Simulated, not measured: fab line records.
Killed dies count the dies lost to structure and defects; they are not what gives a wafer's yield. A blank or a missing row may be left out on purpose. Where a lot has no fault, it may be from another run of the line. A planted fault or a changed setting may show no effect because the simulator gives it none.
What tool caused it? ; flow nand_harc ; 6 lots with 17 wafers sampled at 4 steps, on a route of 1302 steps

WHAT EACH GAUGE READ, for each wafer
NHARC_A_ONON_D2_THK_MEAS_21: measures by ellipsometry.
lot;measured;on;thk_nm (nm)
L279;day 14 11:32;film_metro-02;998 1000 999
L281;day 14 18:25;film_metro-02;1010 1009 1009
L283;day 15 15:40;film_metro-02;998 998 998
L286;day 16 16:13;film_metro-01;1001 1001 1003
L289;day 18 04:29;film_metro-01;1005 1002 1003
L295;day 19 23:38;film_metro-01;1533 1013

WHICH TOOL RAN EACH LOT (tool, then ch and the chambers of the sampled wafers, then the start)
lot;NHARC_A_CHANNEL_HOLE_D1_ETCH_22;NHARC_A_CHANNEL_FILL_D1_ALD_03;NHARC_A_ONON_D2_DEP_19
L279;har_etch-02 ch 0, day 9 19:43;ald_sin_batch-01 ch 0, day 13 22:37 or earlier;pecvd_onon-02 ch 0, day 14 11:02
L281;har_etch-01 ch 0,1, day 10 11:29;ald_sin_batch-03 ch 0, day 14 08:57 or earlier;pecvd_onon-04 ch 0, day 14 17:54
L283;har_etch-01 ch 0,1, day 11 07:46;ald_sin_batch-02 ch 0, day 15 05:59 or earlier;pecvd_onon-04 ch 0, day 15 15:09
L286;har_etch-02 ch 0,1, day 12 09:08;ald_sin_batch-03 ch 0, day 16 07:08 or earlier;pecvd_onon-01 ch 0, day 16 15:46
L289;har_etch-02 ch 0, day 13 16:59;ald_sin_batch-01 ch 0, day 17 15:59 or earlier;pecvd_onon-02 ch 0, day 18 03:59
L295;har_etch-02 ch 0, day 15 21:45;ald_sin_batch-01 ch 0, day 19 14:32 or earlier;pecvd_onon-02 ch 0, day 19 23:07
- NHARC_A_CHANNEL_HOLE_D1_ETCH_22: etches the open film in C4F8/O2/Ar, time 666.7 s, target depth 1600 nm.
- NHARC_A_CHANNEL_FILL_D1_ALD_03: deposits SiNx, target thk 6 nm, pulse time 60 s, ald cycles 58.
- NHARC_A_ONON_D2_DEP_19: target thk 1000 nm.

THE ANSWER, worked out from the rows above alone
Rule: what is usual is taken from the lots themselves. Put in order of their means at a reading, lots are off if they are a third of the lots or fewer, leave a main group of 4 or more, and stand apart from it by a gap of 3 or more times the standard deviation of the main group's means; of several such gaps the widest counts. A main group is skipped when, at the precision printed for the reading in the tables above, its means are all equal. Also off: a lot with no number at a reading for which 4 or more lots have one. Where the step has rows for the other lots, those lots are counted as sound.
Off: L295 (NHARC_A_ONON_D2_THK_MEAS_21, thk_nm). For the main group the mean is 1002 nm and the standard deviation 4.
A tool fits if, at a process step before that reading, it ran every lot that is off, and no sound lot after the first of them. Those tools and the gauges at NHARC_A_ONON_D2_THK_MEAS_21 are tried in the same way. NHARC_A_CHANNEL_FILL_D1_ALD_03 gives no start for some lots, so the hours and the order of its lots are those of NHARC_A_ONON_D2_THK_MEAS_08. Can't be told from this: 4 tools fit, har_etch-02 at NHARC_A_CHANNEL_HOLE_D1_ETCH_22, ald_sin_batch-01 at NHARC_A_CHANNEL_FILL_D1_ALD_03, pecvd_onon-02 at NHARC_A_ONON_D2_DEP_19, film_metro-01 at NHARC_A_ONON_D2_THK_MEAS_21.

WHAT THE SIMULATOR HAD PUT IN
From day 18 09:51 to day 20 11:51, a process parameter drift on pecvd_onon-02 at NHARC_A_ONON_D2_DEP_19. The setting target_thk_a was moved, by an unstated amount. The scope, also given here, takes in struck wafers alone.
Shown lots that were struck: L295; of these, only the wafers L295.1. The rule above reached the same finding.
